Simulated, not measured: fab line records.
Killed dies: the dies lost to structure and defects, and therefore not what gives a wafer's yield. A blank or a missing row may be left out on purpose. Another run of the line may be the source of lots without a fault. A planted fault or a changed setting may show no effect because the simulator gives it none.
Which tool was responsible? + flow nand_harc + 18 wafers from 6 lots sampled at 4 of the route's 1302 steps

WHAT EACH GAUGE READ, for each wafer
NHARC_END_SORT_01.
| lot  | measured     | on        | killed_at_periphery |
|------|--------------|-----------|---------------------|
| L199 | day 28 20:47 | prober-01 | 6 0 2               |
| L202 | day 30 10:06 | prober-01 | 3 5 8               |

EACH LOT AND THE TOOL THAT RAN IT (in order: tool; ch and the chambers of the sampled wafers; start)
| lot  | NHARC_A_STAIRCASE_STRIP_461        | NHARC_THIN_TSV_DEP_47           | NHARC_THIN_TSV_PRE_CLEAN_50             |
|------|------------------------------------|---------------------------------|-----------------------------------------|
| L188 | rie_diel-02 ch 0,1,2, day 17 02:17 | pecvd-01 ch 0,1,2, day 23 20:25 | pvd_sputter-02, day 24 00:29 or earlier |
| L190 | rie_diel-13 ch 0,2,3, day 18 07:13 | pecvd-01 ch 0,1,2, day 25 03:12 | pvd_sputter-03, day 25 07:13 or earlier |
| L199 | rie_diel-13 ch 0,1,3, day 20 22:53 | pecvd-03 ch 0,1,2, day 28 05:10 | pvd_sputter-01, day 28 09:08 or earlier |
| L202 | rie_diel-02 ch 0,1, day 22 18:28   | pecvd-03 ch 0,2, day 29 18:59   | pvd_sputter-02, day 29 23:08 or earlier |
| L207 | rie_diel-13 ch 2,3, day 24 22:54   | pecvd-02 ch 0,1, day 31 13:52   | pvd_sputter-03, day 31 17:55 or earlier |
| L209 | rie_diel-01 ch 2,3, day 25 19:10   | pecvd-02 ch 0,1,2, day 32 13:56 | pvd_sputter-02, day 32 18:05 or earlier |
- NHARC_A_STAIRCASE_STRIP_461: strips in O2/COS.
- NHARC_THIN_TSV_DEP_47: deposits SiO2, target thk 200 nm.
- NHARC_THIN_TSV_PRE_CLEAN_50: time 30 s.

THE ANSWER, worked out from the rows above alone
Rule: the usual values come from the lots themselves. The widest of any qualifying gaps counts: lots, ordered by their means at a reading, are off when they make up no more than a third of the lots, leave a main group of 4 or more, and stand apart from it by 3 or more times the standard deviation of that group's means. The tables above print the reading to a certain number of digits; a main group whose means all agree to those digits is not used. Also off: a lot with no number at a reading for which 4 or more lots have one. The other lots that the step has rows for count as sound.
No lot is off at any reading shown: from this, nothing can be told.

WHAT THE SIMULATOR HAD PUT IN
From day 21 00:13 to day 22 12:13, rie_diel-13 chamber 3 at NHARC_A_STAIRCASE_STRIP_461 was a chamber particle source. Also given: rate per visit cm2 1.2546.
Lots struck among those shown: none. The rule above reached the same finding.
